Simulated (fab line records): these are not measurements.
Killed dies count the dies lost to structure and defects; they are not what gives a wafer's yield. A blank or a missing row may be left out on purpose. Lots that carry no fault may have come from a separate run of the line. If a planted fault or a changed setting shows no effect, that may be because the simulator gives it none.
Chamber matching ; flow nandHarc ; NHARC_A_BONDPAD_DESCUM_11 on rieDiel-01: 4 sister chambers
The step chemistry O2, time 3 s. 4 wafers are shown with their chamber, then 7 later ones without.

EACH WAFER AND ITS CHAMBER
wafer;chamber;drypumpMotorCurrentA (A)
L689.2;1;6.3
L691.6;3;5.3
L696.4;0;5.1
L696.5;2;5.2

WAFERS WITHOUT THEIR CHAMBER
wafer;drypumpMotorCurrentA (A)
L696.6;6.4
L697.2;5.2
L697.3;6.3
L697.5;5.3
L700.3;5.1
L700.4;5.2
L700.5;5.1

WHICH CHAMBER EACH WENT THROUGH
wafer;from the rows above;in truth
L696.6;1;1
L697.2;2;2
L697.3;1;1
L697.5;3;3
L700.3;0;0
L700.4;2;2
L700.5;0;0
Correctly placed: 7 of 7. Number that these rows cannot place: 0. Placed wrongly: 0.
How it was worked out, from the rows above alone: a wafer's distance from a chamber is the root of the sum, over the readings, of the square of ((its reading less the chamber's mean) divided by the reading's scatter). The wafer belongs to the nearest chamber; if the next one is less than 2 further off, it can't be placed. For every chamber, the mean is computed from those of its wafers that are shown. The scatter: with one shown wafer a chamber, the root of the mean of the squares of how far each hidden wafer lies from its nearest shown one.
